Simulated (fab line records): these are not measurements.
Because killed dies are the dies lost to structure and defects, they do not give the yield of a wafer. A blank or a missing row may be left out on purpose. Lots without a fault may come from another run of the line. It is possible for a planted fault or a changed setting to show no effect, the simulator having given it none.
Struck lot and sound lot, side by side ; flow nand_harc ; 27 out of 1159 route steps
Sound: wafers L431.2, L431.3, L431.4. Wafers struck: L438.1, L438.5, L438.6. The cause is given at the end.
Per side, at each step with rows, come the tool, then ch with its chambers, and then its first start. Under that, the readings that differ: sound wafers ; struck wafers ; difference of the means ; sigmas: that difference in standard deviations of wafers without a fault.
alike: readings with means less than 2 such deviations apart, plus words and numbers identical on both sides. not compared: withheld readings, readings lacking a value on some wafer, bounds such as >300 that could conceal the same value, and numbers that have no deviation in the record and whose values overlap.
Wherever a step has rows on one side only, a row that says differs or no value, or a row with sigmas, the two part there. Non-overlapping numbers with no deviation appear without sigmas and do not part them. A reading that every wafer of one side lacks parts them only if that side has two wafers or more.

first, 1 step without rows for these wafers: NHARC_P_M0_STRIP_19 (strips in post etch residue remover, time 600 s).
NHARC_P_M0_DEGAS_28: time 60 s.
  sound on pvd_sputter-03 at day 7 15:15; struck on pvd_sputter-01 at day 9 06:35
  alike: heater_power_w
then, 1 step without rows for these wafers: NHARC_P_M0_PRE_CLEAN_29 (time 30 s).
NHARC_P_M0_PVD_20: deposits TaN, target thk 5 nm, time 8.06 s.
  sound on pvd_sputter-03; struck on pvd_sputter-01
  alike: chamber_pressure_pa, throttle_valve_pct
NHARC_P_M0_PVD_21: deposits Cu, target thk 30 nm, time 20.49 s.
  sound on pvd_sputter-03; struck on pvd_sputter-01
  alike: chamber_pressure_pa, throttle_valve_pct
then, 2 steps without rows for these wafers: NHARC_P_M0_ECD_22 (material Cu, target thk 400 nm); NHARC_P_M0_ANNEAL_30 (time 90 s).
NHARC_P_M0_CMP_23: polishes, t overpolish 20 s, target thk 117.53 nm.
  sound on cmp-03 ch 0,1,3, day 7 16:20; struck on cmp-03 ch 0,3, day 9 08:06
  alike: motor_current_A, time_to_endpoint_s
NHARC_P_M0_THK_MEAS_24: measures by xrf.
  sound on film_metro-01 at day 7 16:39; struck on film_metro-01 at day 9 08:23
  alike: thk_nm
after that, 1 step had no rows for these wafers: NHARC_P_M0_SRD_25.
NHARC_P_M0_INSPECT_27:
  sound on defect_inspect-02 at day 7 16:48; struck on defect_inspect-02 at day 9 08:33
  alike: raw_defect_count
NHARC_P_M0_PRE_CLEAN_31: time 12 s.
  sound on pecvd-01 ch 0,1,2, day 7 17:36; struck on pecvd-03 ch 0,1, day 9 08:38
  alike: heater_power_w
NHARC_P_M0_DEP_32: deposits SiCN, target thk 30 nm.
  sound on pecvd-01 ch 0,1,2, day 7 17:43; struck on pecvd-03 ch 0,1, day 9 08:44
  alike: heater_power_w
then, 10 steps without rows for these wafers: NHARC_P_M1_DEP_00 (deposits SiOC, target thk 182.5 nm); NHARC_P_M1_DEHYDRATE_01 (time 120 s); NHARC_P_M1_HMDS_02 (time 30 s); NHARC_P_M1_COAT_34 (time 65 s); NHARC_P_M1_COAT_03 (resist thk 90 nm); NHARC_P_M1_SOFTBAKE_04 (time 55 s); NHARC_P_M1_EBR_05; NHARC_P_M1_EXPOSE_06 (exposes mask P M1, target cd 130 nm); NHARC_P_M1_PEB_07 (peb time 65 s); NHARC_P_M1_DEVELOP_08 (develop time 35 s).
NHARC_P_M1_CD_MEAS_09: target cd 130 nm.
  sound on cd_sem-02 ch 0, day 7 18:46; struck on cd_sem-01 ch 0, day 9 09:56
  alike: cd_nm
NHARC_P_M1_OVL_MEAS_10: pitch 260 nm.
  sound on overlay-01 at day 7 18:52; struck on overlay-01 at day 9 10:02
  alike: overlay_x_nm, overlay_y_nm
NHARC_P_M1_INSPECT_11:
  sound on defect_inspect-02 at day 7 18:53; struck on defect_inspect-01 at day 9 10:14
reading;sound;struck;difference;sigmas
raw_defect_count;3 4 4;450 411 446;+432;+99 or more
  not compared: hold
NHARC_END_SORT_01:
  the record has rows for the sound wafers here (prober-02 ch 0, day 21 01:51) and none for the struck ones

## WHERE THEY PART
First at NHARC_P_M1_INSPECT_11; last, within this record, at NHARC_END_SORT_01.

WHY: whatever the simulator had introduced
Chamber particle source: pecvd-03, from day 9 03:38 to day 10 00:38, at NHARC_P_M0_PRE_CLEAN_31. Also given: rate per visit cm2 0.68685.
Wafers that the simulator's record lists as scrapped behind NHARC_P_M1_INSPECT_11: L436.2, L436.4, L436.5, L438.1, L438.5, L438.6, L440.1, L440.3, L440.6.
